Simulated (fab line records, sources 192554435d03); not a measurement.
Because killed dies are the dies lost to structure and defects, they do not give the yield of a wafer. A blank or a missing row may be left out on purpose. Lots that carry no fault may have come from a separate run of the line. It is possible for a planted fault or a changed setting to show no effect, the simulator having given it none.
Matching of chambers :: flow n5-finfet :: 4 sister chambers for N5_BEOL_M3_ALD_84 on ald-metal-04
The step deposits TaN, pulse time 2 s, purge time 3 s, co reactant purge time 2 s. 18 wafers are shown with their chamber, then 9 later ones without.

## WAFERS, EACH WITH ITS CHAMBER
wafer: L075.2
chamber: 0
heater-power-w (W): 463
susceptor-temp-C (C): 275.16

wafer: L075.4
chamber: 1
heater-power-w (W): 445
susceptor-temp-C (C): 274.96

wafer: L075.5
chamber: 0
heater-power-w (W): 462
susceptor-temp-C (C): 275.11

wafer: L079.1
chamber: 3
heater-power-w (W): 364
susceptor-temp-C (C): 275.18

wafer: L079.4
chamber: 0
heater-power-w (W): 461
susceptor-temp-C (C): 274.92

wafer: L079.6
chamber: 3
heater-power-w (W): 367
susceptor-temp-C (C): 274.96

wafer: L080.2
chamber: 2
heater-power-w (W): 459
susceptor-temp-C (C): 275.23

wafer: L080.3
chamber: 3
heater-power-w (W): 363
susceptor-temp-C (C): 275.03

wafer: L080.4
chamber: 0
heater-power-w (W): 459
susceptor-temp-C (C): 275.25

wafer: L085.2
chamber: 0
heater-power-w (W): 466
susceptor-temp-C (C): 275.10

wafer: L085.4
chamber: 1
heater-power-w (W): 447
susceptor-temp-C (C): 274.99

wafer: L085.6
chamber: 3
heater-power-w (W): 353
susceptor-temp-C (C): 275.13

wafer: L086.1
chamber: 1
heater-power-w (W): 449
susceptor-temp-C (C): 275.24

wafer: L086.2
chamber: 2
heater-power-w (W): 463
susceptor-temp-C (C): 275.15

wafer: L086.3
chamber: 0
heater-power-w (W): 464
susceptor-temp-C (C): 274.88

wafer: L088.1
chamber: 2
heater-power-w (W): 471
susceptor-temp-C (C): 274.75

wafer: L088.4
chamber: 1
heater-power-w (W): 443
susceptor-temp-C (C): 275.14

wafer: L088.5
chamber: 0
heater-power-w (W): 472
susceptor-temp-C (C): 274.96

SIGNATURES (averages over the wafers above)
reading: heater-power-w
chamber 0: 463.86
chamber 1: 446.00
chamber 2: 464.33
chamber 3: 361.75
scatter within a chamber: 4.72

reading: susceptor-temp-C
chamber 0: 275.0543
chamber 1: 275.0825
chamber 2: 275.0433
chamber 3: 275.0750
scatter within a chamber: 0.152
Rule: a wafer lies at a distance from a chamber equal to the root of the sum of squares, over the readings, of (its reading less the chamber's mean, divided by the reading's scatter). The wafer belongs to the nearest chamber; if the next one is less than 2 further off, it can't be placed. The scatter: take each reading less its chamber's mean, square it, sum over the shown wafers, divide by the number of wafers less the number of chambers, and take the root.

## WAFERS WHOSE CHAMBER IS MISSING
wafer: L093.2
heater-power-w (W): 457
susceptor-temp-C (C): 275.01

wafer: L093.4
heater-power-w (W): 367
susceptor-temp-C (C): 275.15

wafer: L093.6
heater-power-w (W): 449
susceptor-temp-C (C): 274.91

wafer: L094.4
heater-power-w (W): 456
susceptor-temp-C (C): 275.00

wafer: L094.5
heater-power-w (W): 474
susceptor-temp-C (C): 274.65

wafer: L094.6
heater-power-w (W): 360
susceptor-temp-C (C): 275.16

wafer: L096.1
heater-power-w (W): 463
susceptor-temp-C (C): 275.11

wafer: L096.3
heater-power-w (W): 446
susceptor-temp-C (C): 275.06

wafer: L096.4
heater-power-w (W): 363
susceptor-temp-C (C): 275.24

## EACH ONE'S CHAMBER
wafer: L093.2
from the rows above: can't be placed: 0 or 2 or 1
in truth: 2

wafer: L093.4
from the rows above: 3
in truth: 3

wafer: L093.6
from the rows above: can't be placed: 1 or 0
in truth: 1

wafer: L094.4
from the rows above: can't be placed: 0 or 2 or 1
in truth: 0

wafer: L094.5
from the rows above: can't be placed: 2 or 0
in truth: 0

wafer: L094.6
from the rows above: 3
in truth: 3

wafer: L096.1
from the rows above: can't be placed: 0 or 2
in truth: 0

wafer: L096.3
from the rows above: 1
in truth: 1

wafer: L096.4
from the rows above: 3
in truth: 3
Correct placement for 4 of the 9. Not placeable from these rows: 5 (in 5, the candidates include the true chamber). Placed wrongly: 0.
